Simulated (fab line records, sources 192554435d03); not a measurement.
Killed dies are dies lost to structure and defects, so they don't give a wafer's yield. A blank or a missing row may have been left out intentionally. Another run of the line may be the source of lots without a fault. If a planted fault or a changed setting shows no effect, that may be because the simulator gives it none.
Matching of chambers || flow n5-finfet || N5_HKMG_FIN_ALD_71 on ald-metal-04: 4 sister chambers
The step deposits TiN, target thk 1 nm, pulse time 1 s, purge time 3 s. 4 wafers are shown with their chamber, then 7 later ones without.

EACH WAFER AND ITS CHAMBER
{"wafer": "L088.2", "chamber": 1, "heater-power-w (W)": 929}
{"wafer": "L088.6", "chamber": 2, "heater-power-w (W)": 1023}
{"wafer": "L090.1", "chamber": 3, "heater-power-w (W)": 902}
{"wafer": "L090.4", "chamber": 0, "heater-power-w (W)": 805}

WAFERS MISSING THEIR CHAMBER
{"wafer": "L090.6", "heater-power-w (W)": 981}
{"wafer": "L094.2", "heater-power-w (W)": 797}
{"wafer": "L094.5", "heater-power-w (W)": 812}
{"wafer": "L094.6", "heater-power-w (W)": 944}
{"wafer": "L097.1", "heater-power-w (W)": 963}
{"wafer": "L097.2", "heater-power-w (W)": 907}
{"wafer": "L097.5", "heater-power-w (W)": 982}

WHICH CHAMBER EACH WENT THROUGH
{"wafer": "L090.6", "from the rows above": "can't be placed: 2 or 1 or 3", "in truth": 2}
{"wafer": "L094.2", "from the rows above": 0, "in truth": 0}
{"wafer": "L094.5", "from the rows above": 0, "in truth": 0}
{"wafer": "L094.6", "from the rows above": "can't be placed: 1 or 3", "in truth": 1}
{"wafer": "L097.1", "from the rows above": "can't be placed: 1 or 2 or 3", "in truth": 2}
{"wafer": "L097.2", "from the rows above": "can't be placed: 3 or 1", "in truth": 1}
{"wafer": "L097.5", "from the rows above": "can't be placed: 2 or 1 or 3", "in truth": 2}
Correct placement for 2 of the 7. Can't be placed from these rows: 5 (the true chamber is among the candidates in 5). Placed wrongly: 0.
How it was worked out, from the rows above alone: a wafer's distance from a chamber is the root of the sum, over the readings, of the square of ((its reading less the chamber's mean) divided by the reading's scatter). The wafer belongs to the nearest chamber; if the next one is less than 2 further off, it can't be placed. Each chamber's mean is taken over the wafers shown for it. The scatter: root of mean squared gap, hidden wafer to nearest shown wafer, with one shown wafer a chamber.
